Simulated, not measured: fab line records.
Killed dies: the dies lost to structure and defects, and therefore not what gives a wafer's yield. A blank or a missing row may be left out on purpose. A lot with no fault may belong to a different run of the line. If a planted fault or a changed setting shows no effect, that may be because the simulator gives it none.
fab line records | flow n5Finfet
record lots=24 | wafers=72 | lastDay=18
route steps=1938 shown BEOL_M2@893 BEOL_M3@944
lots that met no fault: from a run of the same line without faults
startH: the number of hours between the record's first day and the start of the first shown wafer of the lot | waitH: how many hours have passed since the lot's step before this one | " the same as in the row above | L1.1+2: one row covering several wafers at once | - no value present, or no start provided | * or withheld: withheld | < > ~ a bound
route shown NAME@n: NAME is a module with steps in the file, n the number in the route of the first one | usual: mean/standard deviation taken from wafers without a fault | same: alike in all rows | chamber/n: place in a boat | sites: readings site by site | _std_site: standard deviation across them | _edge_site: the outer-site mean with the inner-site mean subtracted | radiusMm: for every site, how far away it sits from the centre of the wafer | mask NAME#n: copy n | behind: the last tool/chamber to shape the wafer | hold: the reason the lot was held/the length of the hold in hours/how it ended | device: transistor that didn't switch, given as n, p or np | end of line: the route-end tests of the same wafers | a step with no rows: only its recipe | killed: dies lost to structure and defects at the first sort, not the wafer's yield | map: shows each die of a wafer: x if killed, . if not, _ if none is there
set.NAME: the setting the step ran with; set.NAME@STEP: the setting that earlier step ran with | model.NAME: the simulator's own value behind a step, which no gauge read
steps of the route over a sample of lots; a table a step, a row a wafer
services: a tool's chamber out of use, with start hour (startH, from the record's first day; less than 0 if before it), hours out, and reason
## steps
# step N5_BEOL_M2_OCD_MEAS_38
# usual trenchDepthNm=54.6/1.3
lot.wafer | tool   | chamber | startH | waitH | trenchDepthNm
L074.4    | ocd-02 | -       | 138.09 | -     | 53.0
L074.5    | "      | -       | "      | "     | 55.5
L074.6    | "      | -       | "      | "     | 54.1
L075.3    | ocd-02 | -       | 138.21 | -     | 55.9
L075.4    | "      | -       | "      | "     | 52.9
L075.5    | "      | -       | "      | "     | 52.3
L076.2    | ocd-01 | -       | 150.07 | -     | 53.0
L076.3    | "      | -       | "      | "     | 52.4
L076.4    | "      | -       | "      | "     | 56.1
L077.3    | ocd-01 | -       | 159.43 | -     | 56.3
L077.4    | "      | -       | "      | "     | 56.4
L077.5    | "      | -       | "      | "     | 56.5
L078.1    | ocd-02 | -       | 162.99 | -     | 54.1
L078.2    | "      | -       | "      | "     | 56.8
L078.4    | "      | -       | "      | "     | 53.9
L079.1    | ocd-02 | -       | 166.10 | -     | 52.5
L079.3    | "      | -       | "      | "     | 54.0
L079.4    | "      | -       | "      | "     | 56.1
L080.1    | ocd-01 | -       | 174.49 | -     | 53.7
L080.2    | "      | -       | "      | "     | 54.4
L080.5    | "      | -       | "      | "     | 54.6
L081.2    | ocd-02 | -       | 181.49 | -     | 52.6
L081.3    | "      | -       | "      | "     | 55.8
L081.6    | "      | -       | "      | "     | 55.7
L082.1    | ocd-02 | -       | 195.72 | -     | 53.5
L082.4    | "      | -       | "      | "     | 56.3
L082.5    | "      | -       | "      | "     | 53.6
L083.3    | ocd-02 | -       | 200.27 | -     | 57.3
L083.5    | "      | -       | "      | "     | 56.3
L083.6    | "      | -       | "      | "     | 55.0
L084.3    | ocd-01 | -       | 200.27 | -     | 54.2
L084.4    | "      | -       | "      | "     | 56.0
L084.6    | "      | -       | "      | "     | 55.0
L085.1    | ocd-02 | -       | 214.06 | -     | 54.2
L085.3    | "      | -       | "      | "     | 54.5
L085.5    | "      | -       | "      | "     | 54.8
L086.1    | ocd-02 | -       | 214.09 | -     | 54.3
L086.2    | "      | -       | "      | "     | 52.7
L086.6    | "      | -       | "      | "     | 55.2
L087.1    | ocd-01 | -       | 224.76 | -     | 55.4
L087.5    | "      | -       | "      | "     | 56.3
L087.6    | "      | -       | "      | "     | 55.3
L088.1    | ocd-02 | -       | 225.75 | -     | 54.4
L088.2    | "      | -       | "      | "     | 54.8
L088.5    | "      | -       | "      | "     | 53.8
L090.1    | ocd-02 | -       | 233.37 | -     | 54.9
L090.4    | "      | -       | "      | "     | 56.6
L090.5    | "      | -       | "      | "     | 56.6
L089.3    | ocd-01 | -       | 240.90 | -     | 52.3
L089.5    | "      | -       | "      | "     | 52.2
L089.6    | "      | -       | "      | "     | 55.2
L091.2    | ocd-01 | -       | 243.46 | -     | 55.8
L091.3    | "      | -       | "      | "     | 54.4
L091.5    | "      | -       | "      | "     | 55.5
L092.1    | ocd-01 | -       | 247.60 | -     | 56.4
L092.4    | "      | -       | "      | "     | 54.0
L092.6    | "      | -       | "      | "     | 54.8
L093.1    | ocd-02 | -       | 252.59 | -     | 55.5
L093.2    | "      | -       | "      | "     | 53.4
L093.6    | "      | -       | "      | "     | 55.2
L094.3    | ocd-01 | -       | 270.30 | -     | 55.3
L094.4    | "      | -       | "      | "     | 55.3
L094.6    | "      | -       | "      | "     | 55.2
L095.1    | ocd-01 | -       | 276.17 | -     | 56.1
L095.5    | "      | -       | "      | "     | 55.2
L095.6    | "      | -       | "      | "     | 56.5
L096.1    | ocd-01 | -       | 282.01 | -     | 57.3
L096.2    | "      | -       | "      | "     | 53.8
L096.4    | "      | -       | "      | "     | 55.5
L097.3    | ocd-01 | -       | 284.63 | -     | 53.3
L097.4    | "      | -       | "      | "     | 53.2
L097.6    | "      | -       | "      | "     | 52.8
# step N5_BEOL_M2_PRE_CLEAN_45
# recipe gas=H2/He | timeS=30 | tempC=250
# usual heaterPowerW=367/35
lot.wafer | tool          | chamber | startH | waitH | heaterPowerW
L074.4    | pvdSputter-01 | -       | 138.54 | 0.0   | 344
L074.5    | "             | -       | "      | "     | 337
L074.6    | "             | -       | "      | "     | 355
L075.3    | pvdSputter-03 | -       | 138.59 | 0.0   | 335
L075.4    | "             | -       | "      | "     | 372
L075.5    | "             | -       | "      | "     | 380
L076.2    | pvdSputter-01 | -       | 150.30 | 0.0   | 342
L076.3    | "             | -       | "      | "     | 414
L076.4    | "             | -       | "      | "     | 342
L077.3    | pvdSputter-03 | -       | 160.27 | 0.0   | 405
L077.4    | "             | -       | "      | "     | 401
L077.5    | "             | -       | "      | "     | 323
L078.1    | pvdSputter-02 | -       | 163.24 | 0.0   | 402
L078.2    | "             | -       | "      | "     | 306
L078.4    | "             | -       | "      | "     | 371
L079.1    | pvdSputter-01 | -       | 166.70 | 0.0   | 410
L079.3    | "             | -       | "      | "     | 417
L079.4    | "             | -       | "      | "     | 355
L080.1    | pvdSputter-02 | -       | 175.06 | 0.0   | 355
L080.2    | "             | -       | "      | "     | 378
L080.5    | "             | -       | "      | "     | 403
L081.2    | pvdSputter-03 | -       | 182.22 | 0.0   | 400
L081.3    | "             | -       | "      | "     | 327
L081.6    | "             | -       | "      | "     | 334
L082.1    | pvdSputter-01 | -       | 195.95 | 0.0   | 413
L082.4    | "             | -       | "      | "     | 355
L082.5    | "             | -       | "      | "     | 403
L083.3    | pvdSputter-02 | -       | 200.77 | 0.0   | 408
L083.5    | "             | -       | "      | "     | 371
L083.6    | "             | -       | "      | "     | 298
L084.3    | pvdSputter-02 | -       | 200.89 | 0.0   | 363
L084.4    | "             | -       | "      | "     | 417
L084.6    | "             | -       | "      | "     | 367
L085.1    | pvdSputter-01 | -       | 214.29 | 0.0   | 363
L085.3    | "             | -       | "      | "     | 399
L085.5    | "             | -       | "      | "     | 362
L086.1    | pvdSputter-03 | -       | 214.41 | 0.0   | 369
L086.2    | "             | -       | "      | "     | 330
L086.6    | "             | -       | "      | "     | 338
L087.1    | pvdSputter-03 | -       | 225.66 | 0.0   | 401
L087.5    | "             | -       | "      | "     | 338
L087.6    | "             | -       | "      | "     | 329
L088.1    | pvdSputter-01 | -       | 226.45 | 0.0   | 349
L088.2    | "             | -       | "      | "     | 417
L088.5    | "             | -       | "      | "     | 401
L090.1    | pvdSputter-02 | -       | 234.50 | 0.0   | 382
L090.4    | "             | -       | "      | "     | 356
L090.5    | "             | -       | "      | "     | 374
L089.3    | pvdSputter-03 | -       | 241.13 | 0.0   | 331
L089.5    | "             | -       | "      | "     | 334
L089.6    | "             | -       | "      | "     | 330
L091.2    | pvdSputter-01 | -       | 244.04 | 0.0   | 358
L091.3    | "             | -       | "      | "     | 334
L091.5    | "             | -       | "      | "     | 417
L092.1    | pvdSputter-02 | -       | 249.69 | 0.0   | 368
L092.4    | "             | -       | "      | "     | 403
L092.6    | "             | -       | "      | "     | 362
L093.1    | pvdSputter-02 | -       | 252.92 | 0.0   | 403
L093.2    | "             | -       | "      | "     | 362
L093.6    | "             | -       | "      | "     | 379
L094.3    | pvdSputter-02 | -       | 271.14 | 0.0   | 410
L094.4    | "             | -       | "      | "     | 375
L094.6    | "             | -       | "      | "     | 365
L095.1    | pvdSputter-02 | -       | 276.48 | 0.0   | 305
L095.5    | "             | -       | "      | "     | 370
L095.6    | "             | -       | "      | "     | 407
L096.1    | pvdSputter-01 | -       | 283.07 | 0.0   | 417
L096.2    | "             | -       | "      | "     | 343
L096.4    | "             | -       | "      | "     | 428
L097.3    | pvdSputter-01 | -       | 285.29 | 0.0   | 359
L097.4    | "             | -       | "      | "     | 421
L097.6    | "             | -       | "      | "     | 358
# step N5_BEOL_M2_SURFACE_TREAT_85
# recipe gas=Ar | timeS=* | ionEnergyEv=* | ionCurrentMaCm2=0.5 | pressureMtorr=* | arFlowSccm=30
# usual throttleValvePct=*
lot.wafer | tool          | chamber | startH | waitH | throttleValvePct
L074.4    | pvdSputter-02 | -       | 138.87 | 0.2   | *
L074.5    | "             | -       | "      | "     | *
L074.6    | "             | -       | "      | "     | *
L075.3    | pvdSputter-01 | -       | 138.94 | 0.2   | *
L075.4    | "             | -       | "      | "     | *
L075.5    | "             | -       | "      | "     | *
L076.2    | pvdSputter-03 | -       | 150.67 | 0.2   | *
L076.3    | "             | -       | "      | "     | *
L076.4    | "             | -       | "      | "     | *
L077.3    | pvdSputter-03 | -       | 160.67 | 0.1   | *
L077.4    | "             | -       | "      | "     | *
L077.5    | "             | -       | "      | "     | *
L078.1    | pvdSputter-01 | -       | 163.53 | 0.1   | *
L078.2    | "             | -       | "      | "     | *
L078.4    | "             | -       | "      | "     | *
L079.1    | pvdSputter-01 | -       | 167.00 | 0.1   | *
L079.3    | "             | -       | "      | "     | *
L079.4    | "             | -       | "      | "     | *
L080.1    | pvdSputter-01 | -       | 175.38 | 0.2   | *
L080.2    | "             | -       | "      | "     | *
L080.5    | "             | -       | "      | "     | *
L081.2    | pvdSputter-01 | -       | 182.53 | 0.1   | *
L081.3    | "             | -       | "      | "     | *
L081.6    | "             | -       | "      | "     | *
L082.1    | pvdSputter-03 | -       | 196.24 | 0.1   | *
L082.4    | "             | -       | "      | "     | *
L082.5    | "             | -       | "      | "     | *
L083.3    | pvdSputter-01 | -       | 201.14 | 0.2   | *
L083.5    | "             | -       | "      | "     | *
L083.6    | "             | -       | "      | "     | *
L084.3    | pvdSputter-03 | -       | 201.18 | 0.1   | *
L084.4    | "             | -       | "      | "     | *
L084.6    | "             | -       | "      | "     | *
L085.1    | pvdSputter-01 | -       | 214.62 | 0.2   | *
L085.3    | "             | -       | "      | "     | *
L085.5    | "             | -       | "      | "     | *
L086.1    | pvdSputter-01 | -       | 214.85 | 0.3   | *
L086.2    | "             | -       | "      | "     | *
L086.6    | "             | -       | "      | "     | *
L087.1    | pvdSputter-03 | -       | 225.98 | 0.2   | *
L087.5    | "             | -       | "      | "     | *
L087.6    | "             | -       | "      | "     | *
L088.1    | pvdSputter-01 | -       | 226.89 | 0.3   | *
L088.2    | "             | -       | "      | "     | *
L088.5    | "             | -       | "      | "     | *
L090.1    | pvdSputter-02 | -       | 235.02 | 0.4   | *
L090.4    | "             | -       | "      | "     | *
L090.5    | "             | -       | "      | "     | *
L089.3    | pvdSputter-03 | -       | 243.01 | 1.7   | *
L089.5    | "             | -       | "      | "     | *
L089.6    | "             | -       | "      | "     | *
L091.2    | pvdSputter-01 | -       | 244.64 | 0.4   | *
L091.3    | "             | -       | "      | "     | *
L091.5    | "             | -       | "      | "     | *
L092.1    | pvdSputter-02 | -       | 250.01 | 0.2   | *
L092.4    | "             | -       | "      | "     | *
L092.6    | "             | -       | "      | "     | *
L093.1    | pvdSputter-03 | -       | 253.21 | 0.1   | *
L093.2    | "             | -       | "      | "     | *
L093.6    | "             | -       | "      | "     | *
L094.3    | pvdSputter-03 | -       | 271.44 | 0.1   | *
L094.4    | "             | -       | "      | "     | *
L094.6    | "             | -       | "      | "     | *
L095.1    | pvdSputter-01 | -       | 276.92 | 0.3   | *
L095.5    | "             | -       | "      | "     | *
L095.6    | "             | -       | "      | "     | *
L096.1    | pvdSputter-02 | -       | 283.79 | 0.3   | *
L096.2    | "             | -       | "      | "     | *
L096.4    | "             | -       | "      | "     | *
L097.3    | pvdSputter-03 | -       | 285.61 | 0.2   | *
L097.4    | "             | -       | "      | "     | *
L097.6    | "             | -       | "      | "     | *
# step N5_BEOL_M2_SPUTTER_81
# recipe material=Cu | targetThkA=45 | tempC=-20 | chamberPressurePa=0.07 | powerW=withheld | timeS=8.29
# usual chuckSensorTempC=-16.0/0.45 | throttleValvePct=30.0/0.76
lot.wafer | tool          | chamber | startH | waitH | chuckSensorTempC | throttleValvePct
L074.4    | pvdSputter-03 | -       | 139.59 | 0.1   | -15.6            | 29.0
L074.5    | "             | -       | "      | "     | -16.5            | 31.7
L074.6    | "             | -       | "      | "     | -16.0            | 30.0
L075.3    | pvdSputter-02 | -       | 139.81 | 0.1   | -16.2            | 30.1
L075.4    | "             | -       | "      | "     | -16.5            | 29.9
L075.5    | "             | -       | "      | "     | -15.8            | 29.8
L076.2    | pvdSputter-01 | -       | 153.01 | 0.1   | -16.5            | 30.0
L076.3    | "             | -       | "      | "     | -15.5            | 30.9
L076.4    | "             | -       | "      | "     | -16.1            | 29.0
L077.3    | pvdSputter-02 | -       | 161.59 | 0.1   | -16.2            | 30.0
L077.4    | "             | -       | "      | "     | -15.2            | 30.1
L077.5    | "             | -       | "      | "     | -16.3            | 30.0
L078.1    | pvdSputter-02 | -       | 164.19 | 0.1   | -15.2            | 30.2
L078.2    | "             | -       | "      | "     | -16.8            | 29.7
L078.4    | "             | -       | "      | "     | -15.8            | 29.9
L079.1    | pvdSputter-02 | -       | 167.68 | 0.1   | -16.5            | 29.8
L079.3    | "             | -       | "      | "     | -15.7            | 29.9
L079.4    | "             | -       | "      | "     | -16.1            | 30.0
L080.1    | pvdSputter-03 | -       | 176.22 | 0.1   | -16.0            | 30.2
L080.2    | "             | -       | "      | "     | -16.5            | 31.8
L080.5    | "             | -       | "      | "     | -16.1            | 30.1
L081.2    | pvdSputter-02 | -       | 183.37 | 0.1   | -15.4            | 30.3
L081.3    | "             | -       | "      | "     | -15.9            | 30.0
L081.6    | "             | -       | "      | "     | -16.6            | 29.5
L082.1    | pvdSputter-02 | -       | 196.93 | 0.1   | -16.7            | 29.6
L082.4    | "             | -       | "      | "     | -15.3            | 30.3
L082.5    | "             | -       | "      | "     | -15.1            | 30.0
L083.3    | pvdSputter-03 | -       | 201.98 | 0.1   | -15.8            | 30.1
L083.5    | "             | -       | "      | "     | -16.1            | 30.0
L083.6    | "             | -       | "      | "     | -15.4            | 31.1
L084.3    | pvdSputter-01 | -       | 202.12 | 0.1   | -15.8            | 28.8
L084.4    | "             | -       | "      | "     | -15.5            | 30.7
L084.6    | "             | -       | "      | "     | -16.6            | 28.8
L085.1    | pvdSputter-01 | -       | 215.41 | 0.1   | -16.0            | 28.6
L085.3    | "             | -       | "      | "     | -16.6            | 30.0
L085.5    | "             | -       | "      | "     | -16.6            | 29.8
L086.1    | pvdSputter-02 | -       | 216.40 | 0.1   | -16.3            | 30.2
L086.2    | "             | -       | "      | "     | -15.3            | 30.1
L086.6    | "             | -       | "      | "     | -16.6            | 29.6
L087.1    | pvdSputter-03 | -       | 226.72 | 0.1   | -16.0            | 30.0
L087.5    | "             | -       | "      | "     | -16.4            | 31.7
L087.6    | "             | -       | "      | "     | -15.5            | 29.1
L088.1    | pvdSputter-01 | -       | 227.87 | 0.1   | -16.5            | 28.7
L088.2    | "             | -       | "      | "     | -16.1            | 28.8
L088.5    | "             | -       | "      | "     | -16.4            | 28.7
L090.1    | pvdSputter-02 | -       | 235.80 | 0.1   | -16.3            | 30.0
L090.4    | "             | -       | "      | "     | -15.7            | 29.9
L090.5    | "             | -       | "      | "     | -15.9            | 29.9
L089.3    | pvdSputter-03 | -       | 243.73 | 0.1   | -15.7            | 29.4
L089.5    | "             | -       | "      | "     | -15.6            | 29.2
L089.6    | "             | -       | "      | "     | -15.5            | 30.8
L091.2    | pvdSputter-01 | -       | 245.42 | 0.1   | -15.6            | 30.5
L091.3    | "             | -       | "      | "     | -16.5            | 28.4
L091.5    | "             | -       | "      | "     | -16.6            | 30.0
L092.1    | pvdSputter-02 | -       | 250.68 | 0.1   | -15.9            | 29.9
L092.4    | "             | -       | "      | "     | -15.2            | 30.6
L092.6    | "             | -       | "      | "     | -16.7            | 29.9
L093.1    | pvdSputter-03 | -       | 253.91 | 0.1   | -16.1            | 30.0
L093.2    | "             | -       | "      | "     | -16.5            | 31.9
L093.6    | "             | -       | "      | "     | -16.1            | 30.0
L094.3    | pvdSputter-02 | -       | 272.16 | 0.1   | -16.4            | 29.7
L094.4    | "             | -       | "      | "     | -15.4            | 30.2
L094.6    | "             | -       | "      | "     | -16.6            | 29.6
L095.1    | pvdSputter-02 | -       | 277.81 | 0.1   | -15.3            | 30.0
L095.5    | "             | -       | "      | "     | -16.7            | 29.5
L095.6    | "             | -       | "      | "     | -15.3            | 30.6
L096.1    | pvdSputter-02 | -       | 284.69 | 0.1   | -15.8            | 29.9
L096.2    | "             | -       | "      | "     | -16.6            | 29.9
L096.4    | "             | -       | "      | "     | -16.1            | 30.2
L097.3    | pvdSputter-03 | -       | 286.37 | 0.1   | -16.1            | 30.0
L097.4    | "             | -       | "      | "     | -15.6            | 29.1
L097.6    | "             | -       | "      | "     | -16.4            | 31.8
# step N5_BEOL_M3_CD_MEAS_11
# recipe targetCdNm=17.05 | landingEnergyEv=500 | detector=seInlens | polarity=opening
# usual cdNm=16.93/0.3
lot.wafer | tool     | chamber | startH | waitH | cdNm
L074.4    | cdSem-02 | 0       | 146.85 | -     | 16.73
L074.5    | "        | 0       | "      | "     | 17.51
L074.6    | "        | 0       | "      | "     | 17.70
L075.3    | cdSem-03 | 0       | 147.05 | -     | 16.79
L075.4    | "        | 0       | "      | "     | 16.87
L075.5    | "        | 0       | "      | "     | 16.65
L076.2    | cdSem-02 | 0       | 156.52 | -     | 16.68
L076.3    | "        | 0       | "      | "     | 17.40
L076.4    | "        | 0       | "      | "     | 16.66
L077.3    | cdSem-01 | 0       | 166.42 | -     | 17.15
L077.4    | "        | 0       | "      | "     | 17.32
L077.5    | "        | 0       | "      | "     | 17.12
L078.1    | cdSem-02 | 0       | 167.42 | -     | 16.63
L078.2    | "        | 0       | "      | "     | 16.65
L078.4    | "        | 0       | "      | "     | 16.77
L079.1    | cdSem-01 | 0       | 174.67 | -     | 16.48
L079.3    | "        | 0       | "      | "     | 16.11
L079.4    | "        | 0       | "      | "     | 16.40
L080.1    | cdSem-01 | 0       | 182.24 | -     | 17.04
L080.2    | "        | 0       | "      | "     | 17.40
L080.5    | "        | 0       | "      | "     | 16.67
L081.2    | cdSem-01 | 0       | 187.16 | -     | 16.91
L081.3    | "        | 0       | "      | "     | 16.96
L081.6    | "        | 0       | "      | "     | 17.42
L082.1    | cdSem-03 | 0       | 200.72 | -     | 16.88
L082.4    | "        | 0       | "      | "     | 16.80
L082.5    | "        | 0       | "      | "     | 16.90
L083.3    | cdSem-02 | 0       | 205.87 | -     | 17.09
L083.5    | "        | 0       | "      | "     | 16.82
L083.6    | "        | 0       | "      | "     | 16.84
L084.3    | cdSem-01 | 0       | 205.91 | -     | 16.89
L084.4    | "        | 0       | "      | "     | 16.42
L084.6    | "        | 0       | "      | "     | 16.63
L085.1    | cdSem-02 | 0       | 218.57 | -     | 17.05
L085.3    | "        | 0       | "      | "     | 16.88
L085.5    | "        | 0       | "      | "     | 17.03
L086.1    | cdSem-03 | 0       | 221.39 | -     | 16.57
L086.2    | "        | 0       | "      | "     | 16.59
L086.6    | "        | 0       | "      | "     | 16.54
L087.1    | cdSem-01 | 0       | 230.63 | -     | 17.38
L087.5    | "        | 0       | "      | "     | 16.97
L087.6    | "        | 0       | "      | "     | 17.25
L088.1    | cdSem-03 | 0       | 231.23 | -     | 16.98
L088.2    | "        | 0       | "      | "     | 16.44
L088.5    | "        | 0       | "      | "     | 16.97
L090.1    | cdSem-01 | 0       | 240.51 | -     | 17.09
L090.4    | "        | 0       | "      | "     | 16.63
L090.5    | "        | 0       | "      | "     | 16.72
L089.3    | cdSem-01 | 0       | 247.48 | -     | 16.85
L089.5    | "        | 0       | "      | "     | 17.34
L089.6    | "        | 0       | "      | "     | 17.18
L091.2    | cdSem-03 | 0       | 250.29 | -     | 16.95
L091.3    | "        | 0       | "      | "     | 16.77
L091.5    | "        | 0       | "      | "     | 17.54
L092.1    | cdSem-01 | 0       | 254.07 | -     | 16.35
L092.4    | "        | 0       | "      | "     | 16.51
L092.6    | "        | 0       | "      | "     | 16.93
L093.1    | cdSem-02 | 0       | 257.30 | -     | 16.84
L093.2    | "        | 0       | "      | "     | 17.41
L093.6    | "        | 0       | "      | "     | 17.41
L094.3    | cdSem-03 | 0       | 279.37 | -     | 17.18
L094.4    | "        | 0       | "      | "     | 17.00
L094.6    | "        | 0       | "      | "     | 17.00
L095.1    | cdSem-01 | 0       | 285.20 | -     | 17.33
L095.5    | "        | 0       | "      | "     | 17.45
L095.6    | "        | 0       | "      | "     | 17.37
L096.1    | cdSem-03 | 0       | 290.98 | -     | 17.21
L096.2    | "        | 0       | "      | "     | 16.95
L096.4    | "        | 0       | "      | "     | 17.29
L097.3    | cdSem-03 | 0       | 291.09 | -     | 16.87
L097.4    | "        | 0       | "      | "     | 17.25
L097.6    | "        | 0       | "      | "     | 17.10
# step N5_BEOL_M3_OVL_MEAS_12
# recipe pointsPerWafer=522
# usual M3_OVL=-0.6/0.84
lot.wafer | tool       | chamber | startH | waitH | M3_OVL[nm]
L074.4    | overlay-01 | 0       | 146.89 | 0.0   | -0.7
L074.5    | "          | 0       | "      | "     | -0.1
L074.6    | "          | 0       | "      | "     | -0.6
L075.3    | overlay-01 | 0       | 147.09 | 0.0   | -0.2
L075.4    | "          | 0       | "      | "     | -1.4
L075.5    | "          | 0       | "      | "     | -1.0
L076.2    | overlay-01 | 0       | 156.56 | 0.0   | -1.2
L076.3    | "          | 0       | "      | "     | -0.6
L076.4    | "          | 0       | "      | "     | -1.2
L077.3    | overlay-01 | 0       | 166.46 | 0.0   | -1.0
L077.4    | "          | 0       | "      | "     | -1.2
L077.5    | "          | 0       | "      | "     | -0.8
L078.1    | overlay-01 | 0       | 167.45 | 0.0   | 0.8
L078.2    | "          | 0       | "      | "     | -0.2
L078.4    | "          | 0       | "      | "     | -0.2
L079.1    | overlay-02 | 0       | 174.70 | 0.0   | -1.2
L079.3    | "          | 0       | "      | "     | -1.5
L079.4    | "          | 0       | "      | "     | -1.9
L080.1    | overlay-02 | 0       | 182.27 | 0.0   | 0.1
L080.2    | "          | 0       | "      | "     | 1.1
L080.5    | "          | 0       | "      | "     | -0.3
L081.2    | overlay-02 | 0       | 187.20 | 0.0   | -0.4
L081.3    | "          | 0       | "      | "     | 0.1
L081.6    | "          | 0       | "      | "     | -0.2
L082.1    | overlay-01 | 0       | 200.75 | 0.0   | -1.0
L082.4    | "          | 0       | "      | "     | -0.9
L082.5    | "          | 0       | "      | "     | -0.9
L083.3    | overlay-01 | 0       | 205.92 | 0.0   | -0.8
L083.5    | "          | 0       | "      | "     | 0.1
L083.6    | "          | 0       | "      | "     | 0.4
L084.3    | overlay-02 | 0       | 205.95 | 0.0   | -1.2
L084.4    | "          | 0       | "      | "     | -1.2
L084.6    | "          | 0       | "      | "     | -0.2
L085.1    | overlay-01 | 0       | 218.60 | 0.0   | -0.6
L085.3    | "          | 0       | "      | "     | -1.5
L085.5    | "          | 0       | "      | "     | -0.6
L086.1    | overlay-02 | 0       | 221.42 | 0.0   | 0.8
L086.2    | "          | 0       | "      | "     | 0.5
L086.6    | "          | 0       | "      | "     | 1.1
L087.1    | overlay-01 | 0       | 230.66 | 0.0   | -1.4
L087.5    | "          | 0       | "      | "     | -0.3
L087.6    | "          | 0       | "      | "     | -2.0
L088.1    | overlay-02 | 0       | 231.26 | 0.0   | 1.1
L088.2    | "          | 0       | "      | "     | -0.6
L088.5    | "          | 0       | "      | "     | 0.3
L090.1    | overlay-01 | 0       | 240.54 | 0.0   | -0.3
L090.4    | "          | 0       | "      | "     | -0.2
L090.5    | "          | 0       | "      | "     | 0.2
L089.3    | overlay-02 | 0       | 247.52 | 0.0   | -0.6
L089.5    | "          | 0       | "      | "     | -0.3
L089.6    | "          | 0       | "      | "     | 0.7
L091.2    | overlay-01 | 0       | 250.33 | 0.0   | -2.1
L091.3    | "          | 0       | "      | "     | -1.9
L091.5    | "          | 0       | "      | "     | -2.1
L092.1    | overlay-01 | 0       | 254.10 | 0.0   | -0.6
L092.4    | "          | 0       | "      | "     | 1.3
L092.6    | "          | 0       | "      | "     | 1.0
L093.1    | overlay-01 | 0       | 257.33 | 0.0   | 0.2
L093.2    | "          | 0       | "      | "     | 0.4
L093.6    | "          | 0       | "      | "     | 0.3
L094.3    | overlay-02 | 0       | 279.41 | 0.0   | -0.2
L094.4    | "          | 0       | "      | "     | 0.9
L094.6    | "          | 0       | "      | "     | 0.8
L095.1    | overlay-02 | 0       | 285.23 | 0.0   | 0.0
L095.5    | "          | 0       | "      | "     | -0.5
L095.6    | "          | 0       | "      | "     | -1.0
L096.1    | overlay-01 | 0       | 291.01 | 0.0   | -1.3
L096.2    | "          | 0       | "      | "     | -1.2
L096.4    | "          | 0       | "      | "     | -1.3
L097.3    | overlay-02 | 0       | 291.13 | 0.0   | -1.4
L097.4    | "          | 0       | "      | "     | -1.5
L097.6    | "          | 0       | "      | "     | -2.0
## services
tool          | chamber | startH | hours | kind
pvdSputter-03 | -       | 155.67 | 1.6   | repair
pvdSputter-01 | -       | 176.49 | 2.6   | repair
pvdSputter-01 | -       | 234.69 | 2.1   | repair
pvdSputter-01 | -       | 256.70 | 7.0   | repair
## key
fault none
